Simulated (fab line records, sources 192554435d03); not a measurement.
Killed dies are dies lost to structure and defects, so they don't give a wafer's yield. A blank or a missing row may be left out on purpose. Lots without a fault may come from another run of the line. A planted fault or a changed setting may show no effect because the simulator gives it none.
fab line records | flow n5_finfet
record lots=5 wafers=15 last_day=18
route steps=1938 shown BEOL_M8@1337
lots that met no fault: from a run of the same line without faults
start_h: hours from the record's first day to the start of the lot's first wafer shown | wait_h: hours since the lot's step before | " the same as in the row above | L1.1+2: a row that stands for several wafers | - no value, or no start given | * or withheld: withheld | < > ~ a bound
route shown NAME@n: a module of which the file shows steps, and the number in the route of the first | usual: mean/standard deviation of fault-free wafers | same: alike in all rows | chamber/n: place in a boat | sites: the reading at each site | _std_site: their standard deviation | _edge_site: outer sites' mean less inner sites' | radius_mm: how far each site lies from the wafer's centre | mask NAME#n: copy n | behind: the tool/chamber that last shaped the wafer | hold: why the lot was held/for how many hours/how that ended | device: the transistor (n, p or np) that didn't switch | end of line: the same wafers' tests at the end of the route | a step without rows: its recipe alone | killed: dies lost to structure and defects at the first sort, not the wafer's yield | map: a wafer's dies, x killed, . not, _ none there
set.NAME: the setting as run; set.NAME@STEP: as run at that earlier step | model.NAME: the simulator's own value behind a step, which no gauge read
lots at some steps of the route; a table a step, a row a wafer
services: from which hour (start_h, from the record's first day; less than 0 if before it) a tool's chamber was out of use, for how many hours, and why
## steps
# step N5_BEOL_M8_COAT_59
# recipe resist=SOC temp_c=250 time_s=60 spin_rpm=1500 resist_thk_nm=100
# step N5_BEOL_M8_COAT_60
# recipe resist=SiARC temp_c=220 time_s=60 spin_rpm=1500 resist_thk_nm=35
# step N5_BEOL_M8_COAT_05
# recipe resist=CAR-ArF spin_rpm=1500 resist_thk_nm=90
# step N5_BEOL_M8_EBR_07
# recipe solvent=PGMEA ebr_width_mm=1.5
# step N5_BEOL_M8_SOFTBAKE_06
# recipe temp_c=110 time_s=60 resist=CAR-ArF
# step N5_BEOL_M8_EXPOSE_08
# recipe mask_id=M8 na=1.35 source_shape=dipole sigma_inner=0.817 sigma_outer=0.97 polarization=te dose_mj=68.25
# step N5_BEOL_M8_PEB_09
# recipe peb_temp_c=withheld peb_time_s=60 resist=CAR-ArF
# step N5_BEOL_M8_DEVELOP_10
# recipe develop_time_s=30 developer=TMAH resist=CAR-ArF rinse_liquid=diw dry=air_spin dev_temp_c=23
# step N5_BEOL_M8_CD_MEAS_11
# recipe target_cd_nm=38.5 landing_energy_ev=500 detector=se_inlens polarity=opening
# usual cd_nm=38.5/0.59
# columns lot.wafer tool chamber start_h wait_h cd_nm
L768.1 cd_sem-02 0 228.42 - 39.1
L768.2 " 0 " " 38.6
L768.4 " 0 " " 38.2
L775.1 cd_sem-01 0 290.59 - 37.7
L775.5 " 0 " " 38.2
L775.6 " 0 " " 37.6
L779.1 cd_sem-01 0 307.96 - 38.2
L779.2 " 0 " " 38.9
L779.5 " 0 " " 37.0
L783.1 cd_sem-01 0 314.04 - 39.7
L783.3 " 0 " " 38.4
L783.6 " 0 " " 38.8
L784.1 cd_sem-03 0 359.14 - 38.0
L784.2 " 0 " " 39.3
L784.6 " 0 " " 39.2
# step N5_BEOL_M8_OVL_MEAS_12
# recipe points_per_wafer=44
# usual M8_OVL=0.1/0.83
# columns lot.wafer tool chamber start_h wait_h M8_OVL[nm]
L768.1 overlay-02 0 228.45 0.0 -0.6
L768.2 " 0 " " -0.3
L768.4 " 0 " " -0.3
L775.1 overlay-01 0 290.62 0.0 -0.3
L775.5 " 0 " " -1.2
L775.6 " 0 " " -0.4
L779.1 overlay-01 0 307.99 0.0 1.0
L779.2 " 0 " " 0.3
L779.5 " 0 " " 1.0
L783.1 overlay-01 0 314.07 0.0 -1.4
L783.3 " 0 " " -0.1
L783.6 " 0 " " -0.7
L784.1 overlay-02 0 359.17 0.0 -0.5
L784.2 " 0 " " -1.4
L784.6 " 0 " " -0.9
# step N5_BEOL_M8_INSPECT_13
# recipe mode=adi inspect_instrument=brightfield
# usual raw_defect_count=441/100
# columns lot.wafer tool chamber start_h wait_h raw_defect_count
L768.1 defect_inspect-02 - 228.47 0.0 559
L768.2 " - " " 330
L768.4 " - " " 443
L775.1 defect_inspect-02 - 290.65 0.0 607
L775.5 " - " " 388
L775.6 " - " " 364
L779.1 defect_inspect-02 - 308.02 0.0 413
L779.2 " - " " 532
L779.5 " - " " 396
L783.1 defect_inspect-02 - 314.09 0.0 289
L783.3 " - " " 487
L783.6 " - " " 387
L784.1 defect_inspect-02 - 359.19 0.0 597
L784.2 " - " " 411
L784.6 " - " " 606
# step N5_BEOL_M8_DESCUM_16
# recipe chemistry=O2 time_s=7.9 source_power_w=50 bias_power_w=20 pressure_mtorr=20 rf_frequency_hz=2.712e+07 temp_c=40 resist=CAR-ArF o2_flow_sccm=225
# usual drypump_motor_current_A=5.7/0.47 o2_flow_sccm=225.0/0.68 oes_product_au=0.77/0.055 rf_vpp_V=242.7/1.5 showerhead_plenum_p_Torr=2.07/0.084 throttle_valve_pct=20.41/0.11
# columns lot.wafer tool chamber start_h wait_h drypump_motor_current_A o2_flow_sccm oes_product_au rf_hours_counter_h rf_vpp_V showerhead_plenum_p_Torr throttle_valve_pct
L768.1 rie_diel-02 3 228.51 0.0 5.9 225.8 0.75 154 243.1 2.19 20.16
L768.2 " 1 " " 6.1 225.8 0.75 161 242.1 1.99 20.42
L768.4 " 2 " " 5.7 224.9 0.86 63 241.0 2.02 20.43
L775.1 rie_diel-01 2 290.68 0.0 5.6 224.0 0.75 158 242.7 2.10 20.49
L775.5 " 0 " " 6.2 226.2 0.79 - 240.8 2.01 20.40
L775.6 " 1 " " 5.1 224.9 0.86 - 245.2 2.24 20.50
L779.1 rie_diel-04 1 308.14 0.1 5.3 225.3 0.72 180 241.1 1.99 20.54
L779.2 " 3 " " 5.5 225.2 0.80 91 243.3 2.11 20.45
L779.5 " 1 " " 5.4 226.1 0.72 - 242.4 1.99 20.54
L783.1 rie_diel-04 3 314.13 0.0 5.5 224.7 0.79 93 243.6 2.11 20.45
L783.3 " 1 " " 5.4 225.9 0.71 183 239.9 1.99 20.54
L783.6 " 1 " " 5.4 225.5 0.72 - 241.6 1.99 20.55
L784.1 rie_diel-01 0 359.23 0.0 6.2 225.1 0.77 130 241.5 2.00 20.43
L784.2 " 3 " " 6.2 225.0 0.72 174 241.8 2.00 20.49
L784.6 " 3 " " 6.2 224.3 0.73 - 242.0 2.00 20.47
# step N5_BEOL_M8_ETCH_61
# recipe chemistry=CF4 target=SiARC target_depth_a=455 mask_material=CAR-ArF time_s=75.8 ion_energy_ev=80 pressure_mtorr=40 source_w=545 bias_w=36 Ar_flow_sccm=100 cf4_flow_sccm=100 ends=cleared
# usual drypump_motor_current_A=5.7/0.47 etch_rf_on_time_s=76.0/1.5 oes_product_au=0.66/0.049 rf_vpp_V=183.9/1.2 showerhead_plenum_p_Torr=2.13/0.069 throttle_valve_pct=15.62/0.15
# columns lot.wafer tool chamber start_h wait_h drypump_motor_current_A etch_rf_on_time_s oes_product_au rf_hours_counter_h rf_vpp_V showerhead_plenum_p_Torr throttle_valve_pct
L768.1 rie_diel-02 3 228.54 0.0 5.9 76.2 0.64 154 184.6 2.23 15.36
L768.2 " 1 " " 6.2 75.8 0.63 161 182.6 2.06 15.78
L768.4 " 2 " " 5.7 74.5 0.73 63 183.9 2.09 15.71
L775.1 rie_diel-01 2 290.72 0.0 5.6 76.7 0.63 158 185.3 2.14 15.64
L775.5 " 0 " " 6.2 74.8 0.68 - 183.1 2.08 15.72
L775.6 " 1 " " 5.0 142.0 0.61 - 185.6 2.26 15.47
L779.1 rie_diel-04 1 308.18 0.0 5.4 77.1 0.62 180 184.2 2.05 15.68
L779.2 " 3 " " 5.5 77.4 0.68 91 183.7 2.17 15.63
L779.5 " 1 " " 5.4 76.8 0.62 - 181.8 2.05 15.68
L783.1 rie_diel-04 3 314.16 0.0 5.5 77.4 0.67 93 183.5 2.17 15.63
L783.3 " 1 " " 5.4 76.5 0.62 183 181.8 2.05 15.68
L783.6 " 1 " " 5.3 76.0 0.63 - 183.0 2.05 15.68
L784.1 rie_diel-01 0 359.26 0.0 6.2 74.1 0.67 130 183.7 2.07 15.79
L784.2 " 3 " " 6.2 78.0 0.61 174 182.1 2.05 15.64
L784.6 " 3 " " 6.2 77.7 0.62 - 183.1 2.05 15.64
# step N5_BEOL_M8_ETCH_62
# recipe chemistry=N2/H2 target=SOC target_depth_a=1100 overetch_a=220 mask_material=SiARC temp_c=40 time_s=165 ion_energy_ev=200 pressure_mtorr=30 source_w=840 bias_w=150 n2_flow_sccm=200 h2_flow_sccm=200
# usual drypump_motor_current_A=5.7/0.47 oes_product_au=0.66/0.043 rf_vpp_V=523.3/2.6 showerhead_plenum_p_Torr=2.52/0.091 throttle_valve_pct=17.82/0.21
# columns lot.wafer tool chamber start_h wait_h drypump_motor_current_A oes_product_au rf_hours_counter_h rf_vpp_V showerhead_plenum_p_Torr throttle_valve_pct
L768.1 rie_diel-02 3 228.60 0.0 5.9 0.63 154 525.3 2.66 17.55
L768.2 " 1 " " 6.1 0.63 161 520.2 2.42 17.77
L768.4 " 2 " " 5.7 0.72 63 521.9 2.49 18.21
L775.1 rie_diel-01 2 290.77 0.0 5.6 0.63 158 523.7 2.55 17.98
L775.5 " 0 " " 6.3 0.67 - 520.3 2.44 17.74
L775.6 " 1 " " 5.0 0.73 - 528.4 2.69 17.68
L779.1 rie_diel-04 1 308.23 0.0 5.4 0.62 180 521.1 2.44 18.16
L779.2 " 3 " " 5.5 0.68 91 525.9 2.55 17.67
L779.5 " 1 " " 5.4 0.62 - 521.7 2.44 18.16
L783.1 rie_diel-04 3 314.22 0.0 5.5 0.68 93 525.5 2.55 17.66
L783.3 " 1 " " 5.4 0.62 183 521.0 2.44 18.17
L783.6 " 1 " " 5.4 0.62 - 520.5 2.44 18.16
L784.1 rie_diel-01 0 359.32 0.0 6.3 0.65 130 522.2 2.43 17.78
L784.2 " 3 " " 6.1 0.62 174 519.6 2.43 17.83
L784.6 " 3 " " 6.2 0.62 - 521.9 2.43 17.84
## services
# columns tool chamber start_h hours kind
rie_diel-02 2 220.41 6.5 repair
rie_diel-04 1 221.06 3.8 repair
rie_diel-01 2 231.74 9.0 repair
rie_diel-04 1 279.28 15.5 repair
rie_diel-01 3 303.58 4.3 repair
rie_diel-04 1 320.36 8.2 repair
rie_diel-02 0 353.56 - clean
rie_diel-02 0 353.56 - consumable_replace:focus_ring
rie_diel-02 0 353.56 21.8 scheduled_down
rie_diel-02 0 353.56 21.8 vent_cycle
rie_diel-04 - 354.93 2.8 pm
## key
first_sign step=N5_BEOL_M8_ETCH_61 reading=etch_rf_on_time_s direction=up sigmas=45 usual=* struck=*
effect none on later readings
met_at N5_BEOL_M8_ETCH_61
struck_wafers L775.6
fault kind=process_parameter_drift tool=rie_diel-01 chamber=1 onset_h=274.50 steps=N5_BEOL_M8_ETCH_61 channel=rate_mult offset=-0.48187 shape=step end_h=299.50
